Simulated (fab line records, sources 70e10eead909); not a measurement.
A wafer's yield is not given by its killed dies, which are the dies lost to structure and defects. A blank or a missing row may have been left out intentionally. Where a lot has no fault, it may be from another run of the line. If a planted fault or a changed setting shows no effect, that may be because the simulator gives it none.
A lot that was struck, set against a sound lot ; flow nand_harc ; 16 steps out of a route of 1302
Sound: these wafers, L773.2, L773.3, L773.4. Struck: wafer L783.4 (L783.1, L783.2, from the same lot, were not struck and are left out); the cause is given at the end.
For every step that has rows: the tool of each side, followed by ch and its chambers, followed by its first start. Under that, the readings that differ: sound wafers ; struck wafers ; difference of the means ; sigmas: that difference in standard deviations of wafers without a fault.
alike: words and numbers the same on both sides, and readings whose means are apart by under 2 such deviations; not compared: readings that were withheld, readings missing a value for some wafer, numbers with overlapping values and no deviation given by the record, and bounds like >300 which may hide the same value.
Wherever a step has rows on one side only, a row that says differs or no value, or a row with sigmas, the two part there. Numbers that have no deviation but don't overlap get no sigmas and don't part them. A reading that every wafer of one side lacks parts them only if that side has two wafers or more.

NHARC_A_DECK1_JOINT_INSPECT_05:
  sound on defect_inspect-01, day 11 23:55; struck on defect_inspect-02, day 16 14:06
reading;sound;struck;difference;sigmas
raw_defect_count;295 268 283;651;+369;+2
then NHARC_A_ONON_D2_DEP_00 (target thk 1000 nm), 1 step lacking rows for these wafers.
NHARC_A_ONON_D2_THK_MEAS_02: measures by ellipsometry.
  sound on film_metro-01, day 12 00:29; struck on film_metro-01, day 16 14:41
  alike: thk_nm
then NHARC_A_ONON_D2_DEP_03 (target thk 1000 nm), 1 step lacking rows for these wafers.
NHARC_A_ONON_D2_THK_MEAS_05: measures by ellipsometry.
  sound on film_metro-02, day 12 01:14; struck on film_metro-01, day 16 15:14
  alike: thk_nm
then NHARC_A_ONON_D2_DEP_06 (target thk 1000 nm), 1 step lacking rows for these wafers.
NHARC_A_ONON_D2_THK_MEAS_08: measures by ellipsometry.
  sound on film_metro-02, day 12 01:48; struck on film_metro-01, day 16 15:49
  alike: thk_nm
then NHARC_A_ONON_D2_DEP_09 (target thk 1000 nm), 1 step lacking rows for these wafers.
NHARC_A_ONON_D2_THK_MEAS_11: measures by ellipsometry.
  sound on film_metro-01, day 12 02:22; struck on film_metro-01, day 16 16:23
  alike: thk_nm
then NHARC_A_ONON_D2_DEP_12 (target thk 1000 nm), 1 step lacking rows for these wafers.
NHARC_A_ONON_D2_THK_MEAS_14: measures by ellipsometry.
  sound on film_metro-02, day 12 02:56; struck on film_metro-01, day 16 16:57
  alike: thk_nm
then, 1 step without rows for these wafers: NHARC_A_ONON_D2_ANNEAL_15 (time 3600 s).
NHARC_A_ONON_D2_DEP_16: target thk 1000 nm.
  sound on pecvd_onon-03 ch 0, day 12 14:44; struck on pecvd_onon-01 ch 0, day 17 00:24
  alike: n2o_flow_sccm
NHARC_A_ONON_D2_THK_MEAS_18: measures by ellipsometry.
  sound on film_metro-01, day 12 15:11; struck on film_metro-01, day 17 00:55
reading;sound;struck;difference;sigmas
thk_nm (nm);1011 1013 1012;1901;+889;+97
then NHARC_A_ONON_D2_DEP_19 (target thk 1000 nm), 1 step lacking rows for these wafers.
-- break in the record here, with 12 days between the starts of the struck wafers on either side (left off in module A_ONON_D2, picked up again in module END, where the first step shown is number 1302 on the route) --
NHARC_END_SORT_01:
  at this point the record logs the struck wafers (prober-02 ch 0, day 28 17:56) and has no rows for the sound ones

## WHERE THEY PART
At NHARC_A_DECK1_JOINT_INSPECT_05 first; at NHARC_END_SORT_01 last (within this record only).

WHY: whatever the simulator had introduced
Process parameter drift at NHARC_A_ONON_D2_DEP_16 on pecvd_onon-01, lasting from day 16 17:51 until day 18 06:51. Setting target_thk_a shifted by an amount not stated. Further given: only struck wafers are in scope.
